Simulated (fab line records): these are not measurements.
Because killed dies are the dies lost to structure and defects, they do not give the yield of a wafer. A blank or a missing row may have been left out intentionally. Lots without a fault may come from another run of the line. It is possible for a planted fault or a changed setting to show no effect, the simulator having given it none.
fab line records | flow nandHarc
[record] lots = 13 | wafers = 37 | lastDay = 33
route steps=1302 shown A_CHANNEL_FILL_D1@508 A_DECK1_JOINT@530 A_ONON_D2@548 END@1302
lots that met no fault: taken from a fault-free run of the same line
startH: hours from the record's opening day to when the first of the lot's shown wafers began | waitH: hours elapsed since this lot's preceding step | " the same as in the row above | L1.1+2: several wafers, shown together as one row | - value missing, or start not given | * or withheld: withheld | < > ~ a bound
route shown NAME@n: names a module that has steps shown in the file, with the first one's number in the route | usual: average and standard deviation across the fault-free wafers | same: alike in all rows | chamber/n: place in a boat | sites: readings site by site | _std_site: how widely they spread, as a standard deviation | _edge_site: outer sites' mean less inner sites' | radiusMm: how far each site lies from the wafer's centre | mask NAME#n: copy n | behind: the most recent tool/chamber to have shaped the wafer | hold: reason for holding the lot/hours on hold/outcome of the hold | device: the transistor (n, p or np) that didn't switch | end of line: at the end of the route, the tests of the same wafers | step lacking rows: just its recipe | killed: count of dies lost to structure and defects at first sort (not the wafer's yield) | map: dies across one wafer; x = killed, . = not, _ = none there
set.NAME: the setting the step ran with; set.NAME@STEP: the setting that earlier step ran with | model.NAME: the simulator's own value behind a step, which no gauge read
the route's steps for a sample of lots (tables are steps, rows are wafers)
services: from which hour (startH, from the record's first day; less than 0 if before it) a tool's chamber was out of use, for how many hours, and why
[[steps]]
[step NHARC_A_CHANNEL_FILL_D1_ETCHBACK_08]
[recipe] targetDepthA = 2200 | timeS = 110 | c4f8FlowSccm = 20 | arFlowSccm = withheld | rfW = 600 | biasW = 300 | chemistry = C4F8
[usual] oesProductAu = 0.95/0.033 | rfVppV = 440.3/2.6
[same] timeS = 110
lot.wafer | tool       | chamber | startH | waitH | oesProductAu | rfHoursCounterH | rfVppV
L675.1    | rieDiel-05 | 3       | -      | -     | 1.01         | 0.5             | 441.8
L675.4    | "          | 3       | "      | "     | 0.99         | -               | 444.1
L675.6    | "          | 3       | "      | "     | 0.99         | -               | 442.9
L677.2    | rieDiel-07 | 3       | -      | -     | 0.93         | 6.7             | 440.5
L677.5    | "          | 0       | "      | "     | 0.92         | -               | 436.9
L677.6    | "          | 1       | "      | "     | 0.92         | -               | 437.0
L680.1    | rieDiel-09 | 0       | -      | -     | 0.91         | 6.5             | 438.6
L680.2    | "          | 1       | "      | "     | 0.93         | 6.2             | 437.9
L680.3    | "          | 2       | "      | "     | 0.92         | 6.2             | 440.6
L683.1    | rieDiel-09 | 0       | -      | -     | 0.93         | 9.0             | 439.0
L683.2    | "          | 2       | "      | "     | 0.92         | 8.1             | 439.5
L683.5    | "          | 3       | "      | "     | 0.91         | -               | 444.6
L682.2    | rieDiel-05 | 2       | -      | -     | 0.93         | 3.4             | 437.4
L682.3    | "          | 3       | "      | "     | 0.91         | 3.5             | 441.4
L682.5    | "          | 1       | "      | "     | 0.92         | -               | 442.6
L684.2    | rieDiel-05 | 1       | -      | -     | 0.92         | 4.8             | 443.3
L684.4    | "          | 2       | "      | "     | 0.93         | 5.4             | 435.7
L684.5    | "          | 0       | "      | "     | 0.90         | -               | 442.7
L687.1    | rieDiel-07 | 1       | -      | -     | 0.98         | 2.3             | 438.7
L687.4    | "          | 2       | "      | "     | 1.00         | 2.0             | 444.7
L687.3    | "          | 3       | "      | "     | 0.99         | 1.7             | 437.5
L692.2    | rieDiel-09 | 2       | -      | -     | 0.97         | 5.3             | 438.6
L692.3    | "          | 3       | "      | "     | 0.98         | 6.1             | 445.3
L693.4    | rieDiel-09 | 1       | -      | -     | 1.00         | 6.3             | 437.3
L693.5    | "          | 1       | "      | "     | 1.01         | -               | 434.5
L693.6    | "          | 2       | "      | "     | 0.96         | -               | 438.2
L694.2    | rieDiel-07 | 3       | -      | -     | 1.00         | 5.7             | 437.9
L694.3    | "          | 1       | "      | "     | 1.00         | 7.6             | 437.0
L695.3    | rieDiel-05 | 1       | -      | -     | 0.97         | 2.1             | 441.6
L695.1    | "          | 3       | "      | "     | 0.99         | 2.1             | 440.5
L695.4    | "          | 0       | "      | "     | 0.95         | -               | 440.8
L697.2    | rieDiel-07 | 3       | -      | -     | 0.92         | 6.7             | 440.7
L697.3    | "          | 0       | "      | "     | 0.93         | 7.8             | 437.0
L697.4    | "          | 1       | "      | "     | 0.92         | -               | 438.7
L698.2    | rieDiel-05 | 1       | -      | -     | 0.98         | 2.8             | 442.1
L698.1    | "          | 3       | "      | "     | 0.99         | 2.8             | 443.6
L698.5    | "          | 1       | "      | "     | 0.99         | -               | 442.9
[step NHARC_A_DECK1_JOINT_ETCHBACK_00]
[recipe] targetDepthA = 300 | timeS = 17.4 | hbrFlowSccm = 150 | rfW = 350 | icpW = 350 | biasW = 60 | chemistry = HBr
[usual] drypumpMotorCurrentA = 5.6/0.35 | oesProductAu = 1.000/0.012 | throttleValvePct = 23.265/0.0087
[same] timeS = 17.4
lot.wafer | tool     | chamber | startH | waitH | drypumpMotorCurrentA | oesProductAu | rfHoursCounterH | throttleValvePct
L675.4    | rieSi-06 | 1       | 265.70 | 0.1   | 5.2                  | 0.994        | 0.0             | 23.286
L675.1    | "        | 0       | "      | "     | 5.9                  | 1.002        | 0.0             | 23.262
L675.6    | "        | 2       | "      | "     | 5.6                  | 1.009        | -               | 23.282
L677.2    | rieSi-04 | 0       | 273.22 | 0.1   | 5.8                  | 0.991        | 0.7             | 23.256
L677.6    | "        | 3       | "      | "     | 5.8                  | 0.997        | -               | 23.275
L677.5    | "        | 0       | "      | "     | 5.7                  | 1.001        | -               | 23.263
L680.3    | rieSi-04 | 3       | 290.89 | 0.1   | 5.8                  | 0.996        | 0.7             | 23.251
L680.2    | "        | 0       | "      | "     | 5.8                  | 0.991        | 0.8             | 23.270
L680.1    | "        | 2       | "      | "     | 5.8                  | 1.011        | 0.7             | 23.255
L682.3    | rieSi-04 | 0       | 317.36 | 0.1   | 5.8                  | 1.003        | 0.9             | 23.251
L682.2    | "        | 2       | "      | "     | 5.7                  | 1.006        | 0.8             | 23.261
L682.5    | "        | 0       | "      | "     | 5.8                  | 1.005        | -               | 23.271
L683.2    | rieSi-01 | 0       | 317.38 | 0.1   | 5.7                  | 1.012        | 0.8             | 23.280
L683.1    | "        | 1       | "      | "     | 6.0                  | 0.993        | 0.7             | 23.257
L683.5    | "        | 3       | "      | "     | 5.8                  | 1.014        | -               | 23.278
L684.2    | rieSi-06 | 3       | 350.54 | 0.1   | 5.7                  | 0.995        | 0.5             | 23.271
L684.4    | "        | 1       | "      | "     | 5.2                  | 0.995        | 0.5             | 23.281
L684.5    | "        | 3       | "      | "     | 5.7                  | 1.008        | -               | 23.281
L687.3    | rieSi-01 | 0       | 363.60 | 0.1   | 5.7                  | 0.996        | 1.2             | 23.276
L687.4    | "        | 1       | "      | "     | 6.0                  | 0.994        | 1.1             | 23.266
L687.1    | "        | 3       | "      | "     | 5.8                  | 1.031        | 1.3             | 23.266
L692.3    | rieSi-01 | 2       | 425.22 | 0.1   | 4.7                  | 1.023        | 0.3             | 23.262
L692.2    | "        | 3       | "      | "     | 5.8                  | 1.007        | 0.2             | 23.260
L693.4    | rieSi-01 | 2       | 432.44 | 0.1   | 4.7                  | 1.016        | 0.3             | 23.252
L693.5    | "        | 2       | "      | "     | 4.7                  | 1.014        | -               | 23.262
L693.6    | "        | 3       | "      | "     | 5.8                  | 0.991        | -               | 23.263
L694.2    | rieSi-04 | 3       | 438.74 | 0.1   | 5.8                  | 0.991        | 0.7             | 23.263
L694.3    | "        | 1       | "      | "     | 5.8                  | 1.020        | 0.7             | 23.249
L695.1    | rieSi-04 | 1       | 465.11 | 0.1   | 5.8                  | 1.021        | 0.8             | 23.257
L695.4    | "        | 3       | "      | "     | 5.8                  | 0.993        | 0.8             | 23.267
L695.3    | "        | 0       | "      | "     | 5.8                  | 0.972        | 0.8             | 23.272
L697.2    | rieSi-01 | 1       | 465.11 | 0.1   | 6.0                  | 0.988        | 0.4             | 23.265
L697.4    | "        | 2       | "      | "     | 4.7                  | 1.013        | 0.6             | 23.265
L697.3    | "        | 0       | "      | "     | 5.7                  | 1.009        | 0.3             | 23.278
L698.1    | rieSi-06 | 3       | 478.27 | 0.1   | 5.7                  | 0.997        | 0.3             | 23.260
L698.2    | "        | 2       | "      | "     | 5.6                  | 0.985        | 0.3             | 23.264
L698.5    | "        | 3       | "      | "     | 5.7                  | 1.003        | -               | 23.255
[step NHARC_A_ONON_D2_THK_MEAS_05]
[recipe] thkMeasGauge = ellipsometry
[usual] thkNm = 1000/7.3
lot.wafer | tool         | chamber | startH | waitH | thkNm
L675.1    | filmMetro-02 | -       | 289.00 | -     | 1003
L675.4    | "            | -       | "      | "     | 1003
L675.6    | "            | -       | "      | "     | 1002
L677.2    | filmMetro-01 | -       | 294.89 | -     | 1007
L677.5    | "            | -       | "      | "     | 1007
L677.6    | "            | -       | "      | "     | 1006
L680.1    | filmMetro-01 | -       | 316.51 | -     | 1005
L680.2    | "            | -       | "      | "     | 1006
L680.3    | "            | -       | "      | "     | 1003
L682.2    | filmMetro-02 | -       | 340.24 | -     | 989
L682.3    | "            | -       | "      | "     | 989
L682.5    | "            | -       | "      | "     | 986
L683.1    | filmMetro-02 | -       | 340.41 | -     | 1005
L683.2    | "            | -       | "      | "     | 1005
L683.5    | "            | -       | "      | "     | 1008
L684.2    | filmMetro-01 | -       | 374.18 | -     | 990
L684.4    | "            | -       | "      | "     | 989
L684.5    | "            | -       | "      | "     | 989
L687.1    | filmMetro-01 | -       | 389.35 | -     | 994
L687.3    | "            | -       | "      | "     | 993
L687.4    | "            | -       | "      | "     | 993
L693.4    | filmMetro-01 | -       | 454.81 | -     | 995
L693.5    | "            | -       | "      | "     | 996
L693.6    | "            | -       | "      | "     | 995
L692.2    | filmMetro-02 | -       | 456.43 | -     | 1002
L692.3    | "            | -       | "      | "     | 1004
L694.2    | filmMetro-02 | -       | 467.04 | -     | 994
L694.3    | "            | -       | "      | "     | 995
L697.2    | filmMetro-02 | -       | 486.73 | -     | 997
L697.3    | "            | -       | "      | "     | 997
L697.4    | "            | -       | "      | "     | 999
L695.1    | filmMetro-01 | -       | 486.74 | -     | 996
L695.3    | "            | -       | "      | "     | 995
L695.4    | "            | -       | "      | "     | 997
L698.1    | filmMetro-02 | -       | 506.27 | -     | 998
L698.2    | "            | -       | "      | "     | 1000
L698.5    | "            | -       | "      | "     | 998
[step NHARC_A_ONON_D2_DEP_06]
[recipe] targetThkA = 10000 | n2FlowSccm = 2750 | n2oFlowSccm = 2000 | nh3FlowSccm = 500 | sih4FlowSccm = 210 | tempC = 400
lot.wafer  | tool         | chamber | startH | waitH
L675.1+4+6 | pecvdOnon-01 | 0       | 289.06 | 0.1
L677.2+5+6 | pecvdOnon-04 | 0       | 295.01 | 0.1
L680.1+2+3 | pecvdOnon-02 | 0       | 316.56 | 0.1
L682.2+3+5 | pecvdOnon-02 | 0       | 340.35 | 0.1
L683.1+2+5 | pecvdOnon-04 | 0       | 340.47 | 0.1
L684.2+4+5 | pecvdOnon-04 | 0       | 374.30 | 0.1
L687.1+3+4 | pecvdOnon-04 | 0       | 389.41 | 0.1
L693.4+5+6 | pecvdOnon-04 | 0       | 455.06 | 0.2
L692.2+3   | pecvdOnon-04 | 0       | 456.55 | 0.1
L694.2+3   | pecvdOnon-04 | 0       | 467.16 | 0.1
L695.1+3+4 | pecvdOnon-04 | 0       | 486.80 | 0.1
L697.2+3+4 | pecvdOnon-01 | 0       | 486.84 | 0.1
L698.1+2+5 | pecvdOnon-02 | 0       | 506.32 | 0.1
[step NHARC_A_ONON_D2_THK_MEAS_08]
[recipe] thkMeasGauge = ellipsometry
[usual] thkNm = 998/6.8
lot.wafer | tool         | chamber | startH | waitH | thkNm
L675.1    | filmMetro-02 | -       | 289.57 | -     | 1004
L675.4    | "            | -       | "      | "     | 1004
L675.6    | "            | -       | "      | "     | 1004
L677.2    | filmMetro-01 | -       | 295.46 | -     | 998
L677.5    | "            | -       | "      | "     | 997
L677.6    | "            | -       | "      | "     | 997
L680.1    | filmMetro-01 | -       | 317.07 | -     | 1003
L680.2    | "            | -       | "      | "     | 1004
L680.3    | "            | -       | "      | "     | 1004
L682.2    | filmMetro-01 | -       | 340.80 | -     | 1003
L682.3    | "            | -       | "      | "     | 1005
L682.5    | "            | -       | "      | "     | 1003
L683.1    | filmMetro-01 | -       | 340.98 | -     | 999
L683.2    | "            | -       | "      | "     | 999
L683.5    | "            | -       | "      | "     | 999
L684.2    | filmMetro-01 | -       | 374.75 | -     | 1005
L684.4    | "            | -       | "      | "     | 1003
L684.5    | "            | -       | "      | "     | 1005
L687.1    | filmMetro-02 | -       | 389.94 | -     | 984
L687.3    | "            | -       | "      | "     | 987
L687.4    | "            | -       | "      | "     | 984
L693.4    | filmMetro-02 | -       | 455.40 | -     | 1000
L693.5    | "            | -       | "      | "     | 999
L693.6    | "            | -       | "      | "     | 999
L692.2    | filmMetro-02 | -       | 457.00 | -     | 1574
L692.3    | "            | -       | "      | "     | 1007
L694.2    | filmMetro-02 | -       | 467.61 | -     | 1559
L694.3    | "            | -       | "      | "     | 989
L697.2    | filmMetro-02 | -       | 487.30 | -     | 995
L697.3    | "            | -       | "      | "     | 992
L697.4    | "            | -       | "      | "     | 994
L695.1    | filmMetro-01 | -       | 487.30 | -     | 1576
L695.3    | "            | -       | "      | "     | 1007
L695.4    | "            | -       | "      | "     | 1008
L698.1    | filmMetro-02 | -       | 506.83 | -     | 1007
L698.2    | "            | -       | "      | "     | 1009
L698.5    | "            | -       | "      | "     | 1007
[step NHARC_END_SORT_01]
[recipe] tempC = 25
[usual] killedAtArray = 61/24 | killedAtOther = 1.2/1.3 | killedAtPeriphery = 3.7/2.6 | killedDies = 66/23 | killedOpen = 3.3/1.8 | killedShort = 2.4/1.6
[same] grossDies = 677
lot.wafer | tool      | chamber | startH | waitH | killedAtArray | killedAtOther | killedAtPeriphery | killedDies | killedOpen | killedShort
L683.1    | prober-01 | 0       | 622.06 | 2.5   | 117           | 0             | 8                 | 125        | 2          | 6
L683.2    | prober-01 | 0       | 622.85 | 2.8   | 107           | 1             | 7                 | 115        | 3          | 5
L683.5    | prober-01 | 0       | 625.24 | 3.7   | 106           | 0             | 6                 | 112        | 3          | 6
L692.2    | prober-01 | 0       | 762.27 | 2.8   | 674           | 0             | 3                 | 677        | 4          | 5
L692.3    | prober-01 | 0       | 763.07 | 3.1   | 61            | 0             | 5                 | 66         | 4          | 1
L695.1    | prober-02 | 0       | 772.39 | 2.5   | 674           | 0             | 3                 | 677        | 3          | 1
L695.3    | prober-02 | 0       | 773.98 | 3.1   | 80            | 2             | 2                 | 84         | 4          | 0
L695.4    | prober-02 | 0       | 774.78 | 3.4   | 83            | 2             | 3                 | 88         | 1          | 2
L694.2    | prober-01 | 0       | 777.94 | 2.8   | 666           | 2             | 9                 | 677        | 4          | 1
L694.3    | prober-01 | 0       | 778.73 | 3.1   | 22            | 3             | 14                | 39         | 4          | 3
// killed by level:class
L683.1 A_CHANNEL_HOLE_D2:chamberFilmFlake=39 A_CHANNEL_HOLE_D1:chamberFilmFlake=39 A_SLIT:chamberFilmFlake=28 P_BONDPAD:chamberFilmFlake=4 A_WL_FILL:geometricParticle:short=3 A_CONTACT:chamberFilmFlake=3 P_CONTACT:geometricParticle:short=1 P_M0:geometricParticle:short=1
L683.2 A_CHANNEL_HOLE_D2:chamberFilmFlake=34 A_CHANNEL_HOLE_D1:chamberFilmFlake=31 A_SLIT:chamberFilmFlake=29 P_BONDPAD:chamberFilmFlake=3 A_WL_FILL:chamberFilmFlake=3 A_CONTACT:chamberFilmFlake=3 P_M0:geometricParticle:short=2 A_ONON_D1:geometricParticle:short=2
L683.5 A_CHANNEL_HOLE_D2:chamberFilmFlake=35 A_CHANNEL_HOLE_D1:chamberFilmFlake=34 A_SLIT:chamberFilmFlake=23 A_CONTACT:chamberFilmFlake=3 A_CHANNEL_FILL_D2:geometricParticle:short=2 P_ZERO_WELL:chamberFilmFlake=2 P_BONDPAD:chamberFilmFlake=2 A_CHANNEL_FILL_D2:chamberFilmFlake=2
L692.2 A_ONON_D2:areaDep=618 A_SLIT:chamberFilmFlake=28 A_CHANNEL_HOLE_D1:chamberFilmFlake=14 A_CONTACT:chamberFilmFlake=4 A_DECK1_JOINT:geometricParticle:short=2 A_ONON_D1:geometricParticle:short=1 A_CHANNEL_HOLE_D2:geometricParticle:short=1 A_CHANNEL_HOLE_D2:geometricParticle:open=1
L692.3 A_SLIT:chamberFilmFlake=41 A_CHANNEL_HOLE_D1:chamberFilmFlake=15 P_M2:chamberFilmFlake=2 P_GATE:geometricParticle:open=1 P_M0:geometricParticle:open=1 A_ONON_D1:geometricParticle:open=1 A_DECK1_JOINT:geometricParticle:short=1 A_WL_FILL:geometricParticle:open=1
L695.1 A_ONON_D2:areaDep=586 A_SLIT:chamberFilmFlake=26 A_CHANNEL_HOLE_D2:chamberFilmFlake=23 A_CHANNEL_HOLE_D1:chamberFilmFlake=18 A_STAIRCASE:chamberFilmFlake=8 A_CONTACT:chamberFilmFlake=6 A_ZERO_WELL:chamberFilmFlake=3 P_CONTACT:geometricParticle:open=1
L695.3 A_SLIT:chamberFilmFlake=29 A_CHANNEL_HOLE_D2:chamberFilmFlake=26 A_CHANNEL_HOLE_D1:chamberFilmFlake=12 A_CONTACT:chamberFilmFlake=7 A_STAIRCASE:chamberFilmFlake=3 A_WL_FILL:geometricParticle:open=2 P_M2:geometricParticle:open=1 A_CHANNEL_FILL_D1:geometricParticle:open=1
L695.4 A_CHANNEL_HOLE_D2:chamberFilmFlake=33 A_SLIT:chamberFilmFlake=27 A_CHANNEL_HOLE_D1:chamberFilmFlake=11 A_STAIRCASE:chamberFilmFlake=5 A_CONTACT:chamberFilmFlake=4 P_GATE:chamberFilmFlake=2 THIN_TSV:chamberFilmFlake=2 P_M0:geometricParticle:short=1
L694.2 A_ONON_D2:areaDep=637 A_CHANNEL_HOLE_D1:chamberFilmFlake=15 P_STI:chamberFilmFlake=5 A_SLIT:chamberFilmFlake=4 P_GATE:chamberFilmFlake=3 A_CHANNEL_FILL_D2:chamberFilmFlake=2 A_STAIRCASE:chamberFilmFlake=2 P_M1:geometricParticle:open=1
L694.3 P_STI:chamberFilmFlake=9 A_CHANNEL_HOLE_D1:chamberFilmFlake=7 A_SLIT:chamberFilmFlake=6 P_GATE:chamberFilmFlake=2 A_CHANNEL_FILL_D2:chamberFilmFlake=2 A_STAIRCASE:chamberFilmFlake=2 THIN_TSV:chamberFilmFlake=2 P_CONTACT:geometricParticle:short=1
[[services]]
tool         | chamber | startH | hours | kind
rieDiel-05   | -       | 229.92 | 9.0   | pm
rieDiel-09   | 3       | 236.07 | 9.1   | repair
rieDiel-05   | 1       | 239.71 | 17.7  | repair
rieDiel-05   | 2       | 244.97 | 7.2   | repair
rieDiel-05   | 0       | 292.92 | 1.4   | repair
rieDiel-09   | 2       | 301.39 | 10.6  | repair
pecvdOnon-04 | -       | 311.00 | 13.0  | pm
rieSi-04     | 1       | 312.28 | 2.0   | repair
rieDiel-09   | 0       | 314.66 | 13.8  | repair
rieDiel-09   | -       | 315.64 | 0.3   | repair
rieDiel-09   | -       | 320.10 | 9.0   | pm
rieDiel-07   | 1       | 331.49 | 2.8   | repair
rieSi-04     | -       | 342.00 | 9.0   | pm
rieDiel-05   | 1       | 345.34 | 7.7   | repair
rieDiel-05   | 2       | 363.08 | 10.3  | repair
rieSi-01     | -       | 370.00 | 9.0   | pm
rieDiel-05   | 0       | 394.00 | 1.4   | repair
rieSi-01     | 1       | 400.29 | 2.9   | repair
rieDiel-05   | -       | 406.92 | 9.0   | pm
rieDiel-05   | -       | 451.09 | 2.2   | repair
rieSi-04     | 3       | 468.30 | 10.7  | repair
rieDiel-05   | 3       | 478.71 | 5.3   | repair
rieSi-04     | 1       | 479.55 | 18.7  | repair
pecvdOnon-04 | -       | 492.00 | 13.0  | pm
[[key]]
[firstSign] step = NHARC_A_ONON_D2_THK_MEAS_08 | reading = thkNm | direction = up | sigmas = 85 | usual = 998 | struck = 1570
[effect] step = NHARC_END_SORT_01 | reading = killedDies | direction = up | sigmas = 27 | usual = 66 | struck = 677
[moreKillsBornAt] NHARC_A_ONON_D2_DEP_06@pecvdOnon-04 = 1841
metAt NHARC_A_ONON_D2_DEP_06
struckLots L692,L694,L695
struckWafers L692.2,L694.2,L695.1
laterRowsLeftOut L692.2,L694.2,L695.1
testerLeftOut L692,L694,L695
notActingAt NHARC_A_CHANNEL_FILL_D1_ETCHBACK_08,NHARC_A_DECK1_JOINT_ETCHBACK_00,NHARC_A_ONON_D2_THK_MEAS_05
onsetBetween 455.06 456.55
[fault] kind = processParameterDrift | tool = pecvdOnon-04 | chamber = - | onsetH = 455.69 | steps = NHARC_A_ONON_D2_DEP_06 | channel = targetThkA | offset = * | shape = step | endH = 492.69 | scope = struckWafersOnly | actsIn = * | stated = *
// testerLeftOut: of these lots the tester's yield and bins aren't shown, on N5 and GAA mostly nor the transistor test; their killed dies are dies lost to structure and defects alone, not to doping, threshold or leakage, so they don't give the yield
// laterRowsLeftOut: the simulator's readings of these wafers behind a module that went badly wrong aren't trusted and aren't shown, but for the sort
